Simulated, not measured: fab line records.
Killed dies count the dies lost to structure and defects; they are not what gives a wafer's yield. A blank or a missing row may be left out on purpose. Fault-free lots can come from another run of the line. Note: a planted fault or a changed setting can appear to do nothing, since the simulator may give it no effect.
One fault seen from 3 desks / flow nand-harc / each desk has only its own numbers; what lay behind them comes last

## METROLOGY DESK
Lot by lot, what the gauges showed, no matter which tool ran the lot: averages of those sampled wafers that carry a number. Any lot whose mean is over 4 standard deviations away from the usual mean is out of limits and marked OUT; that distance is given in the brackets.
Columns: A = overlay-x-nm at NHARC_P_CONTACT_OVL_MEAS_13, usual -0.1 nm; B = overlay-y-nm at NHARC_P_CONTACT_OVL_MEAS_13, usual 0.1 nm
lot=L352; first seen here=day 6 17:08; A=-0.6; B=-1.1
lot=L355; first seen here=day 7 07:47; A=-1.1; B=0.6
lot=L356; first seen here=day 7 11:54; A=-1.0; B=0.8
lot=L357; first seen here=day 7 12:13; A=1.6; B=1.4
lot=L359; first seen here=day 8 02:20; A=0.9; B=0.2
lot=L361; first seen here=day 8 23:55; A=2.1; B=0.0
lot=L360; first seen here=day 9 00:47; A=-0.7; B=-0.7
lot=L362; first seen here=day 9 06:25; A=-0.4; B=1.1
lot=L363; first seen here=day 9 11:10; A=0.2; B=-1.1
lot=L369; first seen here=day 10 22:34; A=-0.4; B=0.6
lot=L370; first seen here=day 10 23:14; A=-0.9; B=0.2
lot=L371; first seen here=day 10 23:35; A=-0.4; B=0.8
This desk's verdict: no lot among the 12 shows anything out of limits.

## TOOL OWNER'S DESK, plasma-asher-01
The tool's own readings at NHARC_P_GATE_STRIP_112 (strips in N2/H2, time 200 s): means of the sampled wafers that have a number, for each lot that ran on this tool. Any lot whose mean is over 4 standard deviations away from the usual mean is out of limits and marked OUT; that distance is given in the brackets.
Columns: A = drypump-motor-current-A at NHARC_P_GATE_STRIP_112, usual 5.7 A; B = heater-power-w at NHARC_P_GATE_STRIP_112, usual 85 W
lot=L355; first seen here=day 7 01:38; A=5.4; B=77
lot=L356; first seen here=day 7 05:50; A=5.5; B=74
lot=L357; first seen here=day 7 06:14; A=5.5; B=74
lot=L361; first seen here=day 8 17:58; A=5.5; B=74
lot=L360; first seen here=day 8 18:40; A=5.4; B=78
lot=L363; first seen here=day 9 04:49; A=5.4; B=77
This desk's verdict: no lot among the 6 shows anything out of limits.

## THE DEFECT DESK
Inspection counts along the route, by lot: the mean over sampled wafers that carry a number. Any lot whose mean is over 4 standard deviations away from the usual mean is out of limits and marked OUT; that distance is given in the brackets.
Columns: A = raw-defect-count at NHARC_P_GATE_INSPECT_68, usual 212
lot=L352; first seen here=day 6 15:33; A=244
lot=L355; first seen here=day 7 06:05; A=200
lot=L356; first seen here=day 7 10:12; A=162
lot=L357; first seen here=day 7 10:28; A=105
lot=L359; first seen here=day 8 00:46; A=217
lot=L361; first seen here=day 8 22:13; A=492
lot=L360; first seen here=day 8 22:59; A=796 (+7.6) OUT
lot=L362; first seen here=day 9 04:42; A=121
lot=L363; first seen here=day 9 09:14; A=672 (+6.0) OUT
lot=L369; first seen here=day 10 20:58; A=233
lot=L370; first seen here=day 10 21:25; A=267
lot=L371; first seen here=day 10 21:51; A=154
This desk's verdict: out of limits on L360, L363, starting with L360 at day 8 22:59 (raw-defect-count at NHARC_P_GATE_INSPECT_68). In limits: L352, L355, L356, L357, L359, L361, L362, L369, L370, L371.

## ALL TOGETHER
The defect desk could have raised an alarm at day 8 22:59, on L360, L363.
The metrology desk saw nothing out of limits.
The tool owner's desk saw nothing out of limits.
The metrology desk holds a record of L360, L363, inside its limits.
On record at the tool owner's desk: L360, L363, within its limits.
On plasma-asher-01, each named lot ran NHARC_P_GATE_STRIP_112.

## WHAT THE SIMULATOR HAD PUT IN
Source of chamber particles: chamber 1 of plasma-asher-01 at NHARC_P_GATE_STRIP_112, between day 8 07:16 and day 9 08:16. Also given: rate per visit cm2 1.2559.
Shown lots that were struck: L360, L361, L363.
Hours from the fault's start to each desk's first reading out of limits: the defect desk, 16.
